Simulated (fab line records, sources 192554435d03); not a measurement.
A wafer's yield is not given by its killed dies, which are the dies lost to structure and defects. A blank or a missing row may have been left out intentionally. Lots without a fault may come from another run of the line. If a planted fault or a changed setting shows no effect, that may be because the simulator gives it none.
Split-lot trial	flow n5Finfet	39 wafers read from 7 lots, route of 1938 steps

ON THE SPLIT
At N5_HKMG_FIN_ETCH_58 (etches SOC in N2/H2, target depth 215.8 nm, time 741 s), the setting targetDepthA was moved away from the recipe's 2158 angstrom on 15 of the 39 wafers read, by -56.1% to +55.9%. The other wafers ran this setting at the recipe's value.

No step appears in the file between the split and the reading.

THE READING
SOC_of_HKMG_FIN_COAT_41.thkNm (the simulator's own value, which no gauge read), in nm, at N5_HKMG_FIN_STRIP_93 (strips SOC in N2/H2, time 20 s). No usual value for it is given in the file. Here, 24 wafers ran the recipe; their average is 71.8 nm with a standard deviation of 6.4 nm.

wafer	tool, chamber at the split	targetDepthA as run, angstrom	against the recipe	SOC_of_HKMG_FIN_COAT_41.thkNm, nm	against lot-mates on the recipe
L074.1	rieDiel-01, 2	2158	recipe	74.4	-
L074.2	rieDiel-01, 1	3085	+43.0%	0	-76.9
L074.3	rieDiel-01, 0	3085	+43.0%	0	-76.9
L074.6	rieDiel-01, 1	3085	+43.0%	0	-76.9
L074.4	rieDiel-01, 3	2158	recipe	71.4	-
L074.5	rieDiel-01, 0	2158	recipe	84.8	-
L075.1	rieDiel-03, 3	1757	-18.6%	111.6	+40.1
L075.2	rieDiel-03, 2	2158	recipe	81.2	-
L075.3	rieDiel-03, 0	1757	-18.6%	116.8	+45.3
L075.4	rieDiel-03, 1	2158	recipe	65	-
L075.5	rieDiel-03, 2	1757	-18.6%	119.2	+47.7
L075.6	rieDiel-03, 1	2158	recipe	68.2	-
L083.1	rieDiel-01, 0	948.2	-56.1%	197.2	+133.3
L083.2	rieDiel-01, 1	2158	recipe	64.2	-
L083.3	rieDiel-01, 3	2158	recipe	62.4	-
L083.4	rieDiel-01, 1	948.2	-56.1%	189.2	+125.3
L083.5	rieDiel-01, 3	2158	recipe	65.2	-
L083.6	rieDiel-01, 0	948.2	-56.1%	196.2	+132.3
L086.1	rieDiel-03, 1	1541	-28.6%	127.8	+53.5
L086.2	rieDiel-03, 2	2158	recipe	77.6	-
L086.3	rieDiel-03, 3	2158	recipe	66	-
L086.4	rieDiel-03, 2	2158	recipe	79.2	-
L086.5	rieDiel-03, 1	1541	-28.6%	128.6	+54.3
L086.6	rieDiel-03, 3	1541	-28.6%	131.6	+57.3
L089.1	rieDiel-03, 2	3364	+55.9%	0	-72.2
L089.5	rieDiel-03, 3	3364	+55.9%	0	-72.2
L089.6	rieDiel-03, 1	3364	+55.9%	0	-72.2
L089.2	rieDiel-03, 3	2158	recipe	70	-
L089.3	rieDiel-03, 1	2158	recipe	66	-
L089.4	rieDiel-03, 2	2158	recipe	80.6	-
L092.2	rieDiel-05, 0	2158	recipe	72.6	-
L092.4	rieDiel-05, 2	2158	recipe	75.2	-
L092.5	rieDiel-05, 0	2158	recipe	73.6	-
L094.1	rieDiel-03, 3	2158	recipe	69	-
L094.2	rieDiel-03, 2	2158	recipe	79.6	-
L094.3	rieDiel-03, 0	2158	recipe	66.4	-
L094.4	rieDiel-03, 1	2158	recipe	62.4	-
L094.5	rieDiel-03, 2	2158	recipe	77.4	-
L094.6	rieDiel-03, 3	2158	recipe	70	-

THE FIT
A straight line over all 39 wafers: SOC_of_HKMG_FIN_COAT_41.thkNm changes by -1.77 nm for each +1% of targetDepthA; r = -0.98; the points scatter about the line by 11 nm.
The same after taking each lot's own level away (the mean of its wafers on the recipe; 39 wafers): -1.83 nm for each +1%; r = -0.97; scatter 12 nm.
The reading moves by 1e+02 nm for the largest change in targetDepthA, on that fit.
The lots' own levels span 63.93 to 76.87 nm, that is 2.0 times the standard deviation above.
The two slopes are in agreement: the lot-to-lot level therefore moves the slope only a little.
Check: for one of the wafers moved furthest among these (-56.1%), held out of the fit, the line's prediction against its lot-mates is +104 nm. It came out at +133 nm against them.

THESE WAFERS: OTHER SPLITS
Before the reading, these wafers also passed through other splits. Each is held against what the fit with the lots' levels taken away leaves over:
other split on the same wafers	wafers away from the commonest value	r with SOC_of_HKMG_FIN_COAT_41.thkNm (lot level and that fit taken away)
N5_FIN_CUT_CUT_ETCH_15 targetDepthA	15	-0.38
N5_SD_EPI_N_ETCH_45 targetDepthA	15	+0.14

THE WHOLE CHAIN: every reading that the file lists as answering this split, in the file's order
step	what it does	reading	change (the file's fit)	r (the file's)
N5_HKMG_FIN_ETCH_58	etches SOC in N2/H2, target depth 215.8 nm, time 741 s	SOC_of_HKMG_FIN_COAT_41.thkNm (the simulator's own value, which no gauge read)	-1.93 nm for each +1% of the setting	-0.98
N5_HKMG_FIN_ETCH_58	etches SOC in N2/H2, target depth 215.8 nm, time 741 s	HKMG_FIN.featureDepthNm (the simulator's own value, which no gauge read)	+2.23 nm for each +1% of the setting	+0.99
N5_HKMG_FIN_ETCH_58	etches SOC in N2/H2, target depth 215.8 nm, time 741 s	etch.depthNm (the simulator's own value, which no gauge read)	+2.23 nm for each +1% of the setting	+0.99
N5_HKMG_FIN_STRIP_93	strips SOC in N2/H2, time 20 s	SOC_of_HKMG_FIN_COAT_41.thkNm (the simulator's own value, which no gauge read)	-1.84 nm for each +1% of the setting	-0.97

THE FILE'S OWN FIT
SOC_of_HKMG_FIN_COAT_41.thkNm changes by -1.84 nm for each +1% of targetDepthA, r = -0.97.
